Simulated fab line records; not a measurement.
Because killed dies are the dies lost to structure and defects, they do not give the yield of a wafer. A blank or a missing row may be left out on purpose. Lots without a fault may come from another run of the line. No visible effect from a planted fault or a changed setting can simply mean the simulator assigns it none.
Matching of chambers + flow nand harc + 4 sister chambers for NHARC_A_M1_STRIP_18 on rie diel-12
The step strips in N2/H2. 14 wafers are shown with their chamber, then 7 later ones without.

== WAFERS PAIRED WITH THEIR CHAMBERS ==
| wafer  | chamber | rf vpp V (V) | oes product au (a.u.) | throttle valve pct (%) |
|--------|---------|--------------|-----------------------|------------------------|
| L592.1 | 1       | 89.8         | 1.001                 | 14.180                 |
| L592.4 | 3       | 91.8         | 1.014                 | 14.171                 |
| L592.6 | 3       | 91.2         | 1.014                 | 14.170                 |
| L597.1 | 2       | 91.0         | 0.995                 | 14.187                 |
| L597.3 | 3       | 91.5         | 1.021                 | 14.187                 |
| L597.5 | 3       | 90.4         | 1.008                 | 14.182                 |
| L605.1 | 2       | 90.9         | 0.997                 | 14.179                 |
| L605.5 | 2       | 90.0         | 0.999                 | 14.186                 |
| L605.6 | 1       | 91.0         | 1.005                 | 14.164                 |
| L606.2 | 1       | 89.0         | 1.011                 | 14.162                 |
| L606.5 | 2       | 89.9         | 1.011                 | 14.174                 |
| L606.6 | 1       | 90.8         | 1.013                 | 14.172                 |
| L604.1 | 2       | 91.4         | 0.996                 | 14.173                 |
| L604.2 | 0       | 92.6         | 1.017                 | 14.175                 |

SIGNATURES, as means of the wafers listed above
| reading            | chamber 0 | chamber 1 | chamber 2 | chamber 3 | scatter within a chamber |
|--------------------|-----------|-----------|-----------|-----------|--------------------------|
| rf vpp V           | 92.600    | 90.150    | 90.640    | 91.225    | 0.735                    |
| oes product au     | 1.01700   | 1.00750   | 0.99960   | 1.01425   | 0.00589                  |
| throttle valve pct | 14.17500  | 14.16950  | 14.17980  | 14.17750  | 0.00763                  |
Rule: for each reading, subtract the chamber's mean from the wafer's reading, divide by that reading's scatter and square the result; add these up over the readings and take the root, which gives the wafer's distance from the chamber. The wafer belongs to the nearest chamber; if the next one is less than 2 further off, it can't be placed. The scatter is the square root of a quotient: the sum, over the shown wafers, of each reading's squared deviation from its chamber's mean, divided by wafers minus chambers.

== WAFERS MISSING THEIR CHAMBER ==
| wafer  | rf vpp V (V) | oes product au (a.u.) | throttle valve pct (%) |
|--------|--------------|-----------------------|------------------------|
| L604.6 | 92.4         | 1.018                 | 14.173                 |
| L613.1 | 90.7         | 1.000                 | 14.162                 |
| L613.3 | 89.4         | 0.999                 | 14.160                 |
| L613.4 | 91.0         | 0.998                 | 14.173                 |
| L611.1 | 89.9         | 1.001                 | 14.188                 |
| L611.4 | 89.3         | 1.004                 | 14.168                 |
| L611.5 | 92.7         | 1.009                 | 14.164                 |

== CHAMBER TAKEN BY EACH ==
| wafer  | from the rows above               | in truth |
|--------|-----------------------------------|----------|
| L604.6 | can't be placed: 0 or 3           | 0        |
| L613.1 | can't be placed: 1 or 2 or 3      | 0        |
| L613.3 | can't be placed: 1 or 2           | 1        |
| L613.4 | can't be placed: 2 or 1 or 3      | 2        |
| L611.1 | can't be placed: 2 or 1 or 3      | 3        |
| L611.4 | can't be placed: 1 or 2           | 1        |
| L611.5 | can't be placed: 0 or 3 or 1 or 2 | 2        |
Placed correctly: 0 of 7. Can't be placed from these rows: 7 (the true chamber is among the candidates in 6). Placed wrongly: 0.
